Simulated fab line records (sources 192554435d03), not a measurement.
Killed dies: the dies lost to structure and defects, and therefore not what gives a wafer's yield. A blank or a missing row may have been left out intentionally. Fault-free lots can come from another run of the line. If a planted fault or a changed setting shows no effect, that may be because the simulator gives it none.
Split-lot experiment | flow n5-finfet | 21 wafers read across 7 lots, on a route 1938 steps long

== ON THE SPLIT ==
At N5_MIM_BOT_LITHO_EXPOSE_05 (exposes mask MIM BOT), the setting dose-mj was moved away from the recipe's 24.25 on 10 of the 21 wafers read, by -6.6% to +5.5%. All remaining wafers had this setting at the recipe value.

== FROM THE SPLIT TO THE READING: what the file shows between them, 3 steps ==
- N5_MIM_BOT_LITHO_PEB_06
- N5_MIM_BOT_LITHO_DEVELOP_07: develop time 60 s
- N5_MIM_BOT_LITHO_HARDBAKE_09: time 120 s

== THE READING ==
Shown in nm: cd-nm at N5_MIM_BOT_LITHO_CD_MEAS_08, with target cd 3000 nm. A value of 3000.0 nm with a standard deviation of 1.4 nm is what fault-free wafers of this fab line usually give.

wafer  | tool, chamber at the split | dose-mj as run | against the recipe | cd-nm, nm | against lot-mates on the recipe
L079.1 | krf-scanner-02, 0          | 25.58          | +5.5%              | 3011.0    | +11.5
L079.5 | krf-scanner-02, 0          | 25.58          | +5.5%              | 3008.8    | +9.3
L079.6 | krf-scanner-02, 0          | 24.25          | recipe             | 2999.5    | -
L084.4 | krf-scanner-02, 0          | 25.56          | +5.4%              | 3009.4    | +8.5
L084.5 | krf-scanner-02, 0          | 24.25          | recipe             | 3000.9    | -
L084.6 | krf-scanner-02, 0          | 24.25          | recipe             | 3001.0    | -
L089.1 | krf-scanner-01, 0          | 23             | -5.2%              | 2990.0    | no lot-mate on the recipe
L089.3 | krf-scanner-01, 0          | 23             | -5.2%              | 2990.4    | no lot-mate on the recipe
L089.6 | krf-scanner-01, 0          | 23             | -5.2%              | 2991.3    | no lot-mate on the recipe
L087.2 | krf-scanner-02, 0          | 25.54          | +5.3%              | 3009.9    | +12.5
L087.4 | krf-scanner-02, 0          | 24.25          | recipe             | 2997.4    | -
L087.5 | krf-scanner-02, 0          | 25.54          | +5.3%              | 3009.1    | +11.7
L091.3 | krf-scanner-02, 0          | 24.25          | recipe             | 3002.8    | -
L091.4 | krf-scanner-02, 0          | 24.25          | recipe             | 3001.1    | -
L091.6 | krf-scanner-02, 0          | 25.07          | +3.4%              | 3007.5    | +5.6
L093.3 | krf-scanner-02, 0          | 24.25          | recipe             | 3001.5    | -
L093.5 | krf-scanner-02, 0          | 22.65          | -6.6%              | 2987.9    | -13.7
L093.6 | krf-scanner-02, 0          | 24.25          | recipe             | 3001.7    | -
L092.2 | krf-scanner-02, 0          | 24.25          | recipe             | 3000.6    | -
L092.4 | krf-scanner-02, 0          | 24.25          | recipe             | 2998.0    | -
L092.6 | krf-scanner-02, 0          | 24.25          | recipe             | 3001.9    | -

FIT RESULTS
A straight line over all 21 wafers: cd-nm changes by +1.81 nm for each +1% of dose-mj; r = +0.98; the points scatter about the line by 1.4 nm.
The same after taking each lot's own level away (the mean of its wafers on the recipe; 18 wafers): +1.99 nm for each +1%; r = +0.98; scatter 1.2 nm.
Per that fit: largest dose-mj move, reading shift of 13 nm.
From 2997.40 to 3001.95 nm: that is the span of the lots' own levels, equal to 3.2 times the standard deviation above.
The two slopes are in agreement: the lot-to-lot level therefore moves the slope only a little.
Check: for one of the wafers moved furthest among these (-6.6%), held out of the fit, the line's prediction against its lot-mates is -12.9 nm. It came out at -13.7 nm against them.

== THESE WAFERS: OTHER SPLITS ==
Note: prior to the reading, these wafers also went through further splits. Each is held against what the fit with the lots' levels taken away leaves over:
other split on the same wafers    | wafers away from the commonest value | r with cd-nm (lot level and that fit taken away)
N5_BEOL_M11_ILD_DEP_00 time-s     | 10                                   | +0.13
N5_BEOL_M11_COAT_59 spin-rpm      | 6                                    | +0.25
N5_BEOL_M12_EXPOSE_07 dose-mj     | 7                                    | +0.12
N5_BEOL_M12_CMP_49 down-force-psi | 4                                    | +0.29
N5_BEOL_M13_EXPOSE_07 dose-mj     | 8                                    | -0.03
N5_BEOL_M14_SPUTTER_44 power-w    | 5                                    | -0.39
N5_BEOL_M15_SPUTTER_44 power-w    | 6                                    | +0.28

== FILE'S OWN FIT ==
cd-nm changes by +1.94 nm for each +1% of dose-mj, r = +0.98.
